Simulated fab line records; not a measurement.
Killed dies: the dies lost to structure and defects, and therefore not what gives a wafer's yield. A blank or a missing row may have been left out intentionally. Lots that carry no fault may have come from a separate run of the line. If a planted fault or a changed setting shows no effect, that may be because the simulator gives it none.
Chamber matching    flow n5-finfet    rie-diel-01 running N5_MIM_BOT_LITHO_DESCUM_10: 4 sister chambers
The step chemistry O2, time 7.9 s. 4 wafers are shown with their chamber, then 8 later ones without.

WAFERS WITH THEIR CHAMBER
wafer   chamber  showerhead-plenum-p-Torr (Torr)
L084.6  3        2.11
L089.3  1        2.06
L089.6  0        2.19
L090.2  2        2.16

WAFERS WHOSE CHAMBER IS MISSING
wafer   showerhead-plenum-p-Torr (Torr)
L090.3  2.11
L090.6  2.16
L091.1  2.10
L091.3  2.16
L091.4  2.19
L092.1  2.16
L092.3  2.19
L092.6  2.16

THE CHAMBER EACH PASSED THROUGH
wafer   from the rows above  in truth
L090.3  3                    3
L090.6  2                    2
L091.1  3                    3
L091.3  2                    2
L091.4  0                    0
L092.1  2                    2
L092.3  0                    0
L092.6  2                    2
8 of 8 placed correctly. From these rows, 0 cannot be placed. Wrongly placed: 0.
How it was worked out, from the rows above alone: a wafer's distance from a chamber is the root of the sum, over the readings, of the square of ((its reading less the chamber's mean) divided by the reading's scatter). If the next closest chamber is less than 2 further off than the closest, the wafer can't be placed; otherwise it belongs to the closest. For every chamber, the mean is computed from those of its wafers that are shown. The scatter (one wafer shown for each chamber): square how far every hidden wafer sits from the nearest shown wafer, average those squares and take the square root.
